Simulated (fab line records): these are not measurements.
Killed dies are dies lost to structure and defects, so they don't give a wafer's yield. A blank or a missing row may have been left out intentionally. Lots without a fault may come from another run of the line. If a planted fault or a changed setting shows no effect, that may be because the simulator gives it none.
Chamber matching | flow n5_finfet | N5_BEOL_M0_SAQP_PECVD_03 on pecvd-03: 3 sister chambers
The step deposits SiCN from 3MS/NH3, target thk 12 nm, time 21.1 s. 6 wafers are shown with their chamber, then 7 later ones without.

== WAFERS WITH THEIR CHAMBER ==
wafer  | chamber | throttle_valve_pct (%) | showerhead_plenum_p_Torr (Torr)
L081.2 | 2       | 9.2                    | 3.672
L087.2 | 1       | 9.8                    | 3.664
L087.5 | 1       | 9.7                    | 3.655
L087.6 | 2       | 9.2                    | 3.673
L088.1 | 0       | 8.5                    | 3.695
L088.4 | 0       | 8.6                    | 3.701

== WAFERS MISSING THEIR CHAMBER ==
wafer  | throttle_valve_pct (%) | showerhead_plenum_p_Torr (Torr)
L088.5 | 9.6                    | 3.681
L089.1 | 9.6                    | 3.670
L089.4 | 9.2                    | 3.682
L089.6 | 9.8                    | 3.659
L091.2 | 9.8                    | 3.656
L091.3 | 9.8                    | 3.658
L091.5 | 9.6                    | 3.661

== WHICH CHAMBER EACH WENT THROUGH ==
wafer  | from the rows above     | in truth
L088.5 | can't be placed: 1 or 2 | 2
L089.1 | 1                       | 1
L089.4 | 2                       | 2
L089.6 | 1                       | 1
L091.2 | 1                       | 1
L091.3 | 1                       | 1
L091.5 | 1                       | 1
Placed correctly: 6 of 7. Can't be placed from these rows: 1 (the true chamber is among the candidates in 1). Wrongly placed: 0.
How it was worked out, from the rows above alone: a wafer's distance from a chamber is the root of the sum, over the readings, of the square of ((its reading less the chamber's mean) divided by the reading's scatter). If the next closest chamber is less than 2 further off than the closest, the wafer can't be placed; otherwise it belongs to the closest. Each chamber's mean is taken over the wafers shown for it. The scatter: the root of (the sum of the squares of (reading less its chamber's mean) over the shown wafers, divided by (wafers less chambers)).
